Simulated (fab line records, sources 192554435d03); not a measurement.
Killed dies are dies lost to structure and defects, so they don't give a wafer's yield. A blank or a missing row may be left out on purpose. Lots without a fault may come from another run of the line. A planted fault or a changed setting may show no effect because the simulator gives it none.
Problem report in the 8D (eight disciplines) form, filled by code | flow n5_finfet | the parts of the form that need people (team, actions taken, sign-off) are left out

1. THE PROBLEM
raw_defect_count at N5_SD_EPI_N_INSPECT_11 reads a mean of 43.0 on 2 wafers of 1 lot; wafers without a fault read 2.1 with a standard deviation of 1.5. That is +27 standard deviations from the usual mean.
The step: inspects for defects (macro).
First seen on wafer L352.2, day 7 17:01, on defect_inspect-01. The record holds 9 wafers of 3 lots with a number at this step. Rule for "out", or "out of limits": more than 4 standard deviations from the usual mean. The other wafers with a number count as sound.

2. WHAT IT IS AND WHAT IT IS NOT
question                    | is                | is not
which readings at this step | raw_defect_count  | -
which lots                  | L352              | L343, L354
which wafers of those lots  | L352.2, L352.4    | L352.6
read on which gauges        | defect_inspect-01 | defect_inspect-02
when                        | from day 7 17:01  | up to then (4 sound wafers); but 3 sound wafers of L354 came after

3. SUSPECTS, AND WHAT RULES EACH OUT
Counting: a tool at a process step up to the reading stays a suspect if it ran every lot that is out. Sound lots after the first of them don't rule it out here, since some wafers of a struck lot are sound.
- the gauge at N5_SD_EPI_N_INSPECT_11: kept. All the wafers that are out were read on defect_inspect-01, and no step on other tools shows them out.
- pecvd-03 at N5_DUMMY_GATE_PECVD_30 (deposits SiO2 from TEOS/O2, target thk 55 nm, time 10.8 s): kept. It ran the lot that is out, L352 (day 7 14:14); its last sound lot up to then is L343 (day 5 09:27).
- Within pecvd-03 at N5_DUMMY_GATE_PECVD_30: the wafers that are out ran in chamber 0; their sound lot-mates ran in chamber 1.
Left after counting: pecvd-03 at N5_DUMMY_GATE_PECVD_30, defect_inspect-01 at N5_SD_EPI_N_INSPECT_11.

4. THE CAUSE (what the simulator had put in)
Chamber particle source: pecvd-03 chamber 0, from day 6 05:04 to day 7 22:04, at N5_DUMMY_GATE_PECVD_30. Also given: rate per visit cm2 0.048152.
Counting left 2 suspects, and this tool is among them.

5. THE CHAIN OF EFFECTS, in route order
Each row: a reading whose mean over the struck wafers that have a number lies more than 3 standard deviations from the usual. Only readings for which the record gives a usual standard deviation are gone through. hours: the time from each lot's start at the first step in this table that gives one to its start at this step, as a median over the lots. sigmas: the change in usual standard deviations.
hours | step                    | reading             | usual | on struck wafers | change | sigmas
0     | N5_SD_EPI_N_INSPECT_11  | raw_defect_count    | 2.1   | 43.0             | +40.9  | +27
4     | N5_SD_EPI_P_INSPECT_11  | raw_defect_count    | 2.1   | 42.5             | +40.4  | +31
240   | N5_PASSIVATION_PROBE_49 | killed_at_front_end | 43    | 86               | +43    | +3.3
The process steps in it:
- N5_PASSIVATION_PROBE_49
Later measuring or inspecting steps at which every struck wafer that the step has a row for has a number for every such reading, and none has moved that far: N5_BEOL_M4_RC_MEAS_101.

6. WHAT WOULD HAVE CAUGHT IT SOONER
In this record the first reading out of limits at a measuring or inspecting step was taken at day 7 17:01, 36 hours after the fault began at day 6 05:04.
Of the tool readings at N5_DUMMY_GATE_PECVD_30 for which the record gives a usual standard deviation, none was out on any struck wafer, so an alarm limit of 4 standard deviations on them would not have fired.
All the lots that are out (1) had begun N5_DUMMY_GATE_PECVD_30 on pecvd-03 by day 7 17:01. A hold on the tool at that time would have spared none of them.
